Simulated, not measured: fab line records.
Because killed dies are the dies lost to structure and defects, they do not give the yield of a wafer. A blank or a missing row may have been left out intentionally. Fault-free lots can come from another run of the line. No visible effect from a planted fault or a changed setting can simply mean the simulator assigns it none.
The tool behind it: which one?	flow n5-finfet	13 lots, 39 wafers sampled, at 8 steps of a route of 1938

## WHAT EACH GAUGE READ, for each wafer
N5_MOL_CONTACT_COAG_CD_MEAS_99: target cd 17.2 nm. Usual: cd-nm at 17.16 nm, with a standard deviation of 0.3.
lot	measured	on	cd-nm (nm)	flag
L286	day 5 03:47	cd-sem-01	17.01 16.88 17.29	
L289	day 5 15:36	cd-sem-03	16.94 17.23 17.39	
L290	day 5 23:12	cd-sem-01	17.19 17.14 16.93	
L293	day 6 18:38	cd-sem-02	17.38 16.42 17.44	
L297	day 7 18:13	cd-sem-02	17.58 17.54 17.09	
L298	day 8 00:10	cd-sem-03	- - -	OFF
L299	day 8 04:32	cd-sem-02	- - -	OFF
L300	day 8 10:26	cd-sem-02	- - -	OFF
L301	day 8 17:32	cd-sem-01	17.46 16.65 16.98	
L304	day 9 08:35	cd-sem-01	17.21 16.62 17.01	
L305	day 9 15:31	cd-sem-02	17.24 17.20 17.29	
L306	day 9 22:47	cd-sem-02	17.73 17.01 17.42	
L307	day 10 06:04	cd-sem-01	17.47 17.68 17.86	

N5_BEOL_M4_RC_MEAS_101. Usual: DIBL_N 36.3 mV/V, standard deviation 1.1; DIBL_P 36.3 mV/V, standard deviation 1.4; IOFF_N 0.155 nA/um, standard deviation 0.019; IOFF_P 0.211 nA/um, standard deviation 0.027; ION_N 672 uA/um, standard deviation 8.5; ION_P 462 uA/um, standard deviation 5.8; SS_N 71.5 mV/dec, standard deviation 0.56; SS_P 73.3 mV/dec, standard deviation 0.52; VT_N 249.9 mV, standard deviation 2.5; VT_P -249.8 mV, standard deviation 2.8.
lot	measured	on	DIBL_N (mV/V)	DIBL_P (mV/V)	IOFF_N (nA/um)	IOFF_P (nA/um)	ION_N (uA/um)	ION_P (uA/um)	SS_N (mV/dec)	SS_P (mV/dec)	VT_N (mV)	VT_P (mV)	flag
L286	day 9 18:11	prober-01	37.5 37.8 35.0	38.2 39.5 35.7	0.185 0.200 0.143	0.238 0.248 0.190	676 675 670	460 459 463	71.3 73.1 71.3	74.3 74.2 73.0	247.9 245.3 250.0	-248.6 -248.1 -251.1	
L289	day 10 22:22	prober-01	37.2 36.5 35.9	37.1 36.6 35.2	0.172 0.161 0.140	0.244 0.243 0.227	676 672 669	472 467 469	71.9 71.8 71.0	73.9 73.0 72.7	248.4 247.0 252.1	-244.4 -247.3 -248.4	
L290	day 11 10:13	prober-01	36.3 34.8 36.3	36.4 33.7 35.6	0.166 0.135 0.171	0.199 0.167 0.199	684 677 691	462 463 465	71.2 71.3 71.8	73.6 72.6 73.6	248.7 252.9 248.2	-252.6 -251.8 -250.2	
L293	day 17 15:38	prober-02	35.6 35.7 36.2	35.6 36.2 36.6	0.134 0.138 0.144	0.184 0.190 0.195	670 664 668	460 463 461	71.4 71.3 71.4	73.3 72.7 73.2	250.1 251.8 250.7	-253.3 -253.4 -251.7	
L297	day 14 23:47	prober-01	34.7 36.8 35.3	33.6 35.7 34.6	0.137 0.175 0.146	0.184 0.211 0.197	666 667 665	458 453 458	70.4 71.2 70.7	72.8 73.8 73.1	250.3 248.7 248.0	-251.3 -250.6 -250.7	
L301	day 15 15:35	prober-01	35.4 35.7 34.8	36.2 37.6 35.6	0.143 0.146 0.134	0.196 0.219 0.186	665 669 658	461 463 454	71.9 71.4 72.3	73.2 73.5 73.0	253.8 252.3 252.1	-252.5 -248.9 -251.9	
L304	day 17 07:20	prober-02	36.7 37.0 35.8	36.8 37.5 35.6	0.160 0.168 0.143	0.218 0.219 0.199	677 684 665	467 468 463	71.3 70.9 71.3	73.0 72.6 73.0	248.6 249.9 249.8	-247.3 -248.5 -250.6	
L305	day 17 06:04	prober-02	36.5 40.0 37.1	36.4 40.9 37.2	0.150 0.228 0.171	0.210 0.301 0.236	676 699 677	466 479 471	71.5 72.5 71.1	72.9 74.0 73.1	250.0 242.9 246.3	-250.0 -244.8 -247.0	
L306	day 16 08:40	prober-01	34.9 34.3 34.9	37.6 36.8 36.6	0.168 0.150 0.157	0.241 0.235 0.232	668 673 665	470 472 465	70.4 71.7 71.8	73.3 73.1 72.6	247.3 249.5 251.7	-247.3 -244.4 -248.7	
L307	day 17 17:07	prober-01	35.6 36.3 36.0	35.2 34.7 35.2	0.158 0.159 0.158	0.210 0.200 0.205	682 666 675	464 459 458	72.1 72.0 71.3	73.3 73.4 73.0	248.2 249.2 249.8	-248.4 -250.9 -249.2	

## WHICH TOOL RAN EACH LOT (tool, then ch and the chambers of the sampled wafers, then the start)
lot	N5_GATE_CUT_ETCH_19	N5_GATE_CUT_CMP_23	N5_MOL_CONTACT_COAG_ETCH_106	N5_MOL_CONTACT_COAG_CONTACT_ETCH_14	N5_MOL_CONTACT_COAG_ETCH_15	N5_MOL_CONTACT_COAG_TI_SIL_19
L286	rie-diel-01 ch 0,2, day 4 23:34	cmp-04 ch 2,3, day 5 01:52	rie-diel-04 ch 0,2,3, day 5 03:28	rie-diel-04 ch 0,2,3, day 5 03:34	rie-diel-04 ch 0,2,3, day 5 03:36	pvd-sputter-01, day 5 05:01
L289	rie-diel-03 ch 0,1,2, day 5 11:34	cmp-04 ch 1,2,3, day 5 13:41	rie-diel-04 ch 1,2,3, day 5 15:17	rie-diel-04 ch 1,2,3, day 5 15:23	rie-diel-04 ch 1,2,3, day 5 15:25	pvd-sputter-01, day 5 16:05
L290	rie-diel-06 ch 0,2,3, day 5 18:47	cmp-03 ch 1,2,3, day 5 20:57	rie-diel-02 ch 1,2,3, day 5 22:53	rie-diel-02 ch 1,2,3, day 5 22:59	rie-diel-02 ch 1,2,3, day 5 23:01	pvd-sputter-02, day 6 01:28
L293	rie-diel-01 ch 1,2,3, day 6 14:44	cmp-03 ch 0,1,2, day 6 16:49	rie-diel-04 ch 1,2,3, day 6 18:19	rie-diel-04 ch 1,2,3, day 6 18:25	rie-diel-04 ch 1,2,3, day 6 18:27	pvd-sputter-03, day 6 19:19
L297	rie-diel-03 ch 0,1, day 7 13:50	cmp-03 ch 0,2,3, day 7 16:00	rie-diel-02 ch 1,2, day 7 17:55	rie-diel-02 ch 1,2, day 7 18:01	rie-diel-02 ch 1,2, day 7 18:02	pvd-sputter-01, day 7 18:41
L298	rie-diel-06 ch 1,3, day 7 19:34	cmp-03 ch 1,2, day 7 22:20	rie-diel-04 ch 1,2,3, day 7 23:51	rie-diel-04 ch 1,2,3, day 7 23:57	rie-diel-04 ch 1,2,3, day 7 23:59	pvd-sputter-02, day 8 01:58
L299	rie-diel-06 ch 0,1,2, day 8 00:31	cmp-01 ch 0,1,3, day 8 02:41	rie-diel-05 ch 2,3, day 8 04:14	rie-diel-05 ch 2,3, day 8 04:20	rie-diel-05 ch 2,3, day 8 04:22	pvd-sputter-01, day 8 05:21
L300	rie-diel-03 ch 0,2,3, day 8 06:19	cmp-03 ch 0,1,2, day 8 08:21	rie-diel-04 ch 0,2,3, day 8 10:07	rie-diel-04 ch 0,2,3, day 8 10:13	rie-diel-04 ch 0,2,3, day 8 10:16	pvd-sputter-01, day 8 10:55
L301	rie-diel-01 ch 1,2, day 8 13:13	cmp-03 ch 0,1,2, day 8 15:40	rie-diel-02 ch 0,1,3, day 8 17:14	rie-diel-02 ch 0,1,3, day 8 17:20	rie-diel-02 ch 0,1,3, day 8 17:22	pvd-sputter-01, day 8 18:45
L304	rie-diel-01 ch 1,3, day 9 04:41	cmp-01 ch 0,2,3, day 9 06:48	rie-diel-04 ch 0,1,2, day 9 08:16	rie-diel-04 ch 0,1,2, day 9 08:22	rie-diel-04 ch 0,1,2, day 9 08:24	pvd-sputter-01, day 9 10:57
L305	rie-diel-01 ch 0,1,3, day 9 11:36	cmp-01 ch 2,3, day 9 13:41	rie-diel-04 ch 1,2,3, day 9 15:11	rie-diel-04 ch 1,2,3, day 9 15:17	rie-diel-04 ch 1,2,3, day 9 15:20	pvd-sputter-03, day 9 16:09
L306	rie-diel-03 ch 0,1, day 9 18:43	cmp-03 ch 1,2, day 9 20:48	rie-diel-02 ch 2,3, day 9 22:28	rie-diel-02 ch 2,3, day 9 22:34	rie-diel-02 ch 2,3, day 9 22:36	pvd-sputter-01, day 9 23:15
L307	rie-diel-03 ch 0,3, day 10 02:02	cmp-03 ch 0,2,3, day 10 04:05	rie-diel-02 ch 0,1,2, day 10 05:45	rie-diel-02 ch 0,1,2, day 10 05:51	rie-diel-02 ch 0,1,2, day 10 05:53	pvd-sputter-01, day 10 06:34
- N5_GATE_CUT_ETCH_19: etches SiNx in CH3F/O2, target depth 53.7 nm, time 76.7 s.
- N5_GATE_CUT_CMP_23: polishes, stops on SiO2, t overpolish 23.4 s, target thk 16 nm.
- N5_MOL_CONTACT_COAG_ETCH_106: etches SOC in N2/H2, target depth 80 nm, overetch 16 nm, time 120 s.
- N5_MOL_CONTACT_COAG_CONTACT_ETCH_14: etches SiO2 in C4F6/O2, target depth 27.5 nm, overetch 8.5 nm, time 20 s.
- N5_MOL_CONTACT_COAG_ETCH_15: etches SiNx in CH3F/O2, stops on Si:P, target depth 7 nm.
- N5_MOL_CONTACT_COAG_TI_SIL_19: material Ti, target thk 4.2 nm, time 15 s.

## AS READ BY THE TOOLS THEMSELVES (means over the sampled wafers that have a number; for cases with no such wafer, the mark the record gives instead)
N5_GATE_CUT_ETCH_19. Usual: CH3F_flow_sccm 29.99 sccm, standard deviation 0.11; O2_flow_sccm 20.01 sccm, standard deviation 0.061; drypump-motor-current-A 5.9 A, standard deviation 0.38; etch-rf-on-time-s 76.9 s, standard deviation 0.9; oes-product-au 0.69 a.u., standard deviation 0.077; rf-vpp-V 296 V, standard deviation 3.6; showerhead-plenum-p-Torr 1.99 Torr, standard deviation 0.063; throttle-valve-pct 16.34 %, standard deviation 0.17.
lot	tool	CH3F_flow_sccm (sccm)	O2_flow_sccm (sccm)	drypump-motor-current-A (A)	etch-rf-on-time-s (s)	oes-product-au (a.u.)	rf-vpp-V (V)	showerhead-plenum-p-Torr (Torr)	throttle-valve-pct (%)	flag
L286	rie-diel-01	29.95	20.00	5.5	77.5	0.64	298	2.00	16.63	
L289	rie-diel-03	30.07	20.03	5.7	77.1	0.71	299	2.03	16.25	
L290	rie-diel-06	30.10	19.93	5.9	77.2	0.66	296	2.01	16.25	
L293	rie-diel-01	30.03	20.04	5.8	76.7	0.71	295	1.99	16.40	
L297	rie-diel-03	29.99	20.03	5.5	77.5	0.65	301	2.03	16.28	
L298	rie-diel-06	29.91	20.00	6.1	76.4	0.75	292	1.94	16.29	
L299	rie-diel-06	29.97	19.95	6.1	76.6	0.72	296	2.03	16.31	
L300	rie-diel-03	29.93	20.01	6.0	77.0	0.72	296	1.98	16.28	
L301	rie-diel-01	29.99	20.01	5.6	77.6	0.64	296	1.93	16.61	
L304	rie-diel-01	30.04	19.99	5.8	76.7	0.66	293	1.94	16.48	
L305	rie-diel-01	29.93	20.05	5.7	75.7	0.72	294	1.96	16.36	
L306	rie-diel-03	30.17	20.02	5.5	77.4	0.64	301	2.03	16.32	
L307	rie-diel-03	29.97	19.97	6.1	76.9	0.71	298	1.95	16.36	

N5_GATE_CUT_CMP_23. Usual: motor-current-A 9.2 A, standard deviation 1; overpolish-run-s 23.401 s, standard deviation 0.0091; slurry-filter-dp-kPa 13.50 kPa, standard deviation 0.14; time-to-endpoint-s 19.6 s, standard deviation 2.1.
lot	tool	motor-current-A (A)	overpolish-run-s (s)	slurry-filter-dp-kPa (kPa)	time-to-endpoint-s (s)	flag
L286	cmp-04	9.8	23.399	13.52	18.8	
L289	cmp-04	9.9	23.403	13.56	20.6	
L290	cmp-03	8.9	23.404	13.43	19.1	
L293	cmp-03	9.0	23.400	13.44	20.8	
L297	cmp-03	8.9	23.404	13.50	20.1	
L298	cmp-03	8.9	23.396	13.52	20.9	
L299	cmp-01	8.8	23.405	13.45	17.4	
L300	cmp-03	8.7	23.408	13.50	21.3	
L301	cmp-03	8.9	23.396	13.44	19.9	
L304	cmp-01	10.1	23.409	13.55	19.7	
L305	cmp-01	10.2	23.401	13.53	23.3	
L306	cmp-03	9.1	23.405	13.64	19.6	
L307	cmp-03	8.9	23.406	13.63	18.6	

N5_MOL_CONTACT_COAG_ETCH_106. Usual: bias-w 150.1 W, standard deviation 0.47; chamber-pressure-mTorr 30.001 mTorr, standard deviation 0.023; drypump-motor-current-A 5.7 A, standard deviation 0.39; oes-product-au 0.69 a.u., standard deviation 0.074; rf-vpp-V 524.1 V, standard deviation 2.9; showerhead-plenum-p-Torr 2.55 Torr, standard deviation 0.1; throttle-valve-pct 17.94 %, standard deviation 0.14.
lot	tool	bias-w (W)	chamber-pressure-mTorr (mTorr)	drypump-motor-current-A (A)	oes-product-au (a.u.)	rf-vpp-V (V)	showerhead-plenum-p-Torr (Torr)	throttle-valve-pct (%)	flag
L286	rie-diel-04	149.7	29.994	5.5	0.64	522.2	2.52	17.98	
L289	rie-diel-04	150.4	30.014	5.3	0.71	524.1	2.54	17.92	
L290	rie-diel-02	150.2	30.025	5.7	0.71	525.5	2.60	17.90	
L293	rie-diel-04	149.8	30.009	5.3	0.70	524.2	2.54	17.94	
L297	rie-diel-02	149.8	29.992	5.7	0.68	527.3	2.65	17.88	
L298	rie-diel-04	-	-	-	-	-	-	-	OFF
L299	rie-diel-05	-	-	-	-	-	-	-	OFF
L300	rie-diel-04	-	-	-	-	-	-	-	OFF
L301	rie-diel-02	149.8	29.972	5.7	0.66	522.4	2.50	17.87	
L304	rie-diel-04	150.3	29.993	5.6	0.76	524.2	2.57	17.83	
L305	rie-diel-04	150.0	30.009	5.3	0.68	524.2	2.53	17.99	
L306	rie-diel-02	151.0	30.014	5.7	0.70	525.1	2.59	18.03	
L307	rie-diel-02	149.9	29.994	5.7	0.66	524.0	2.58	17.88	

N5_MOL_CONTACT_COAG_CONTACT_ETCH_14. Usual: C4F6_flow_sccm 16.00 sccm, standard deviation 0.046; O2_flow_sccm 10.000 sccm, standard deviation 0.03; drypump-motor-current-A 5.7 A, standard deviation 0.4; oes-product-au 0.65 a.u., standard deviation 0.07; rf-vpp-V 693 V, standard deviation 3.7; showerhead-plenum-p-Torr 2.89 Torr, standard deviation 0.1; throttle-valve-pct 21.35 %, standard deviation 0.12.
lot	tool	C4F6_flow_sccm (sccm)	O2_flow_sccm (sccm)	drypump-motor-current-A (A)	oes-product-au (a.u.)	rf-vpp-V (V)	showerhead-plenum-p-Torr (Torr)	throttle-valve-pct (%)	flag
L286	rie-diel-04	16.04	9.979	5.5	0.61	692	2.85	21.36	
L289	rie-diel-04	15.98	9.990	5.3	0.67	694	2.88	21.36	
L290	rie-diel-02	15.95	10.031	5.7	0.68	694	2.93	21.31	
L293	rie-diel-04	15.99	9.987	5.3	0.66	694	2.88	21.37	
L297	rie-diel-02	16.02	10.002	5.7	0.65	698	3.00	21.28	
L298	rie-diel-04	15.98	9.984	5.3	0.29	692	2.87	21.19	OFF
L299	rie-diel-05	16.00	9.999	6.3	0.27	696	2.97	21.28	OFF
L300	rie-diel-04	16.03	9.988	5.4	0.30	695	2.95	21.09	OFF
L301	rie-diel-02	15.98	10.010	5.7	0.63	691	2.83	21.31	
L304	rie-diel-04	16.02	10.013	5.6	0.72	693	2.90	21.30	
L305	rie-diel-04	16.00	10.002	5.3	0.65	693	2.86	21.41	
L306	rie-diel-02	16.03	10.018	5.7	0.67	694	2.92	21.38	
L307	rie-diel-02	16.03	10.017	5.7	0.63	694	2.91	21.28	

N5_MOL_CONTACT_COAG_ETCH_15. Usual: CH3F_flow_sccm 30.01 sccm, standard deviation 0.087; O2_flow_sccm 20.00 sccm, standard deviation 0.056; drypump-motor-current-A 5.7 A, standard deviation 0.39; oes-product-au 0.56 a.u., standard deviation 0.061; rf-vpp-V 297.7 V, standard deviation 3; showerhead-plenum-p-Torr 2.01 Torr, standard deviation 0.076; throttle-valve-pct 16.42 %, standard deviation 0.13.
lot	tool	CH3F_flow_sccm (sccm)	O2_flow_sccm (sccm)	drypump-motor-current-A (A)	oes-product-au (a.u.)	rf-vpp-V (V)	showerhead-plenum-p-Torr (Torr)	throttle-valve-pct (%)	flag
L286	rie-diel-04	30.05	20.05	5.5	0.52	297.4	1.98	16.47	
L289	rie-diel-04	30.03	20.06	5.3	0.58	297.2	2.00	16.43	
L290	rie-diel-02	30.06	19.95	5.7	0.58	298.4	2.04	16.36	
L293	rie-diel-04	29.98	20.02	5.3	0.57	296.6	2.00	16.44	
L297	rie-diel-02	30.01	20.00	5.7	0.56	298.1	2.09	16.35	
L298	rie-diel-04	29.92	20.00	5.3	0.29	296.4	1.99	16.43	OFF
L299	rie-diel-05	29.94	20.00	6.3	0.27	295.1	2.07	16.55	OFF
L300	rie-diel-04	29.94	19.96	5.5	0.30	297.5	2.05	16.34	OFF
L301	rie-diel-02	30.01	20.05	5.7	0.55	297.2	1.97	16.39	
L304	rie-diel-04	29.97	20.00	5.6	0.61	297.6	2.02	16.35	
L305	rie-diel-04	29.92	19.99	5.3	0.55	297.0	1.99	16.50	
L306	rie-diel-02	30.07	19.98	5.6	0.57	299.9	2.03	16.44	
L307	rie-diel-02	29.99	20.01	5.7	0.55	298.8	2.02	16.38	

N5_MOL_CONTACT_COAG_TI_SIL_19. Usual: throttle-valve-pct at 29.4 %, with a standard deviation of 0.95.
lot	tool	throttle-valve-pct (%)	flag
L286	pvd-sputter-01	29.4	
L289	pvd-sputter-01	29.8	
L290	pvd-sputter-02	29.9	
L293	pvd-sputter-03	29.1	
L297	pvd-sputter-01	29.3	
L298	pvd-sputter-02	30.0	
L299	pvd-sputter-01	29.1	
L300	pvd-sputter-01	30.3	
L301	pvd-sputter-01	29.5	
L304	pvd-sputter-01	30.0	
L305	pvd-sputter-03	28.5	
L306	pvd-sputter-01	29.5	
L307	pvd-sputter-01	29.6	

## THE ANSWER, worked out from the rows above alone
Rule: take the mean of a lot's wafers that have a number; if it is more than 3 standard deviations from the usual mean, the lot is off. Also off: a lot with no number at a reading for which 4 or more lots have one. All remaining lots with rows at the step are treated as sound. First the gauges in route order, then the tools' own readings, where a lot's mean is used as printed above. The first step at which some lot is off is used, and at that step the reading that is off furthest; a lot without a number counts as furthest.
Off: L298, L299, L300, at N5_MOL_CONTACT_COAG_CD_MEAS_99 (cd-nm). Without a number there: L298, L299, L300.
A tool fits if, at a process step before that reading, it ran every lot that is off, and no sound lot after the first of them. Not tried: the gauges at N5_MOL_CONTACT_COAG_CD_MEAS_99; whatever is off there is also off at N5_MOL_CONTACT_COAG_ETCH_106, on other tools, and gauge error can't account for it. None of those tried fits.

## WHAT HAD BEEN PUT IN BY THE SIMULATOR
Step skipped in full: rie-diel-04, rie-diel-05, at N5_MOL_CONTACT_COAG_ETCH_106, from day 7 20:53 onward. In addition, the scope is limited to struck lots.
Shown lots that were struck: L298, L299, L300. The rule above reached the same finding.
